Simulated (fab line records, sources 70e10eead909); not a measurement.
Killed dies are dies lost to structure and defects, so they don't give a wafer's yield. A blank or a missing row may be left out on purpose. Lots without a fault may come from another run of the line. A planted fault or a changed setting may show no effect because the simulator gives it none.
One fault seen from 2 desks | flow nand_harc | each desk has only its own numbers; what lay behind them comes last

THE METROLOGY DESK
What the gauges read, lot by lot, whatever tool the lot ran on: means of the sampled wafers that have a number. A lot is out of limits, marked OUT, if its mean lies more than 4 standard deviations from the usual mean; the brackets give that distance.
Columns: A = cd_nm at NHARC_THIN_TSV_CD_MEAS_37, usual 5001.5 nm
lot  | first seen here | A
L242 | day 23 20:26    | 5000.9
L244 | day 24 11:28    | 5000.1
L246 | day 25 09:02    | 5000.5
L248 | day 26 02:23    | 5001.6
L247 | day 26 03:41    | 4999.7
L249 | day 26 14:44    | 5002.8
L252 | day 27 19:07    | 5002.4
L254 | day 28 07:07    | 5003.4
L258 | day 31 07:22    | 5003.5
L261 | day 32 12:19    | 4983.2 (-8.7) OUT
L264 | day 32 20:03    | 5000.7
L263 | day 32 21:37    | 5002.8
This desk's finding: out of limits on L261; first on L261, day 32 12:19 (cd_nm at NHARC_THIN_TSV_CD_MEAS_37). In limits: L242, L244, L246, L248, L247, L249, L252, L254, L258, L264, L263.

THE TOOL OWNER'S DESK: rie_metal-03
The tool's own readings at NHARC_THIN_TSV_ETCH_59 (etches the open film in Cl2/BCl3, target depth 880 nm, time 138.1 s): means of the sampled wafers that have a number, for each lot that ran on this tool. A lot is out of limits, marked OUT, if its mean lies more than 4 standard deviations from the usual mean; the brackets give that distance.
Columns: A = drypump_motor_current_A at NHARC_THIN_TSV_ETCH_59, usual 5.8 A; B = he_backside_leak_sccm at NHARC_THIN_TSV_ETCH_59, usual 3.37 sccm; C = mfc_cl2_sccm at NHARC_THIN_TSV_ETCH_59, usual 59.99 sccm; D = oes_product_au at NHARC_THIN_TSV_ETCH_59, usual 0.998 a.u.; E = throttle_valve_pct at NHARC_THIN_TSV_ETCH_59, usual 22.264 %
lot  | first seen here | A   | B    | C     | D               | E
L247 | day 26 02:35    | 6.3 | 3.17 | 60.06 | 0.998           | 22.268
L252 | day 27 17:55    | 6.2 | 3.45 | 60.03 | 0.990           | 22.261
L254 | day 28 06:02    | 6.2 | 3.45 | 60.09 | 0.998           | 22.253
L261 | day 32 11:14    | 6.3 | 3.31 | 60.02 | 1.267 (+38) OUT | 22.266
This desk's finding: out of limits on L261; first on L261, day 32 11:14 (oes_product_au at NHARC_THIN_TSV_ETCH_59). In limits: L247, L252, L254.

PUT TOGETHER
The tool owner's desk could have raised an alarm at day 32 11:14, on L261.
The metrology desk could have raised an alarm at day 32 12:19, on L261.
Of the lots named, all ran NHARC_THIN_TSV_ETCH_59 on rie_metal-03.

WHAT THE SIMULATOR HAD PUT IN
Process parameter drift: rie_metal-03, from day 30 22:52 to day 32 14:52, at NHARC_THIN_TSV_ETCH_59. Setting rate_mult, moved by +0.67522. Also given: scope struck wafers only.
Lots struck among those shown: L261.
Hours from the fault's start to each desk's first reading out of limits: the tool owner's desk, 36; the metrology desk, 37.
